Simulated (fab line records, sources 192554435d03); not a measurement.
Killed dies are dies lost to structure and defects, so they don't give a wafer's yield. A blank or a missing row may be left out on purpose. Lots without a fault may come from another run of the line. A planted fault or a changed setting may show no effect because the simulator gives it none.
Which tool did it? | flow n5_finfet | 12 lots, 36 wafers sampled, at 2 steps of a route of 1938

WHAT THE GAUGES READ, wafer by wafer
N5_BEOL_M15_CD_MEAS_10: target cd 360 nm.
lot  | measured     | on        | cd_nm (nm)
L075 | day 12 07:29 | cd_sem-03 | 361.3 360.4 360.3
L078 | day 12 11:10 | cd_sem-03 | 359.9 360.1 357.9
L079 | day 12 12:40 | cd_sem-01 | 360.9 360.8 360.5
L081 | day 13 12:38 | cd_sem-03 | 359.9 361.3 359.2
L083 | day 14 02:28 | cd_sem-02 | 360.5 357.7 359.7
L085 | day 14 13:46 | cd_sem-02 | 359.0 358.9 358.8
L087 | day 14 19:29 | cd_sem-01 | 356.5 356.9 358.7
L090 | day 15 05:10 | cd_sem-02 | 359.1 360.7 360.2
L092 | day 15 22:34 | cd_sem-02 | 358.8 360.1 358.0
L095 | day 16 09:38 | cd_sem-01 | 359.3 357.0 359.0
L094 | day 16 19:53 | cd_sem-02 | 359.0 358.5 359.6
L097 | day 17 05:47 | cd_sem-01 | 358.6 358.3 360.1

WHICH TOOL RAN EACH LOT (tool, then ch and the chambers of the sampled wafers, then the start)
lot  | N5_BEOL_M14_DEGAS_41
L075 | pvd_sputter-03, day 12 05:32
L078 | pvd_sputter-02, day 12 09:17
L079 | pvd_sputter-02, day 12 10:37
L081 | pvd_sputter-02, day 13 10:45
L083 | pvd_sputter-01, day 14 00:29
L085 | pvd_sputter-01, day 14 11:46
L087 | pvd_sputter-01, day 14 17:31
L090 | pvd_sputter-01, day 15 03:09
L092 | pvd_sputter-02, day 15 20:26
L095 | pvd_sputter-02, day 16 07:10
L094 | pvd_sputter-03, day 16 17:41
L097 | pvd_sputter-01, day 17 02:16
- N5_BEOL_M14_DEGAS_41: time 60 s.

THE ANSWER, worked out from the rows above alone
Rule: what is usual is taken from the lots themselves. Put in order of their means at a reading, lots are off if they are a third of the lots or fewer, leave a main group of 4 or more, and stand apart from it by a gap of 3 or more times the standard deviation of the main group's means; of several such gaps the widest counts. A main group whose means are all the same, to the digits that the tables above print for the reading, isn't used. A lot without any number at a reading at which 4 lots or more have one is off too. The other lots that the step has rows for count as sound.
No lot is off at any reading shown: from this, nothing can be told.

WHAT THE SIMULATOR HAD PUT IN
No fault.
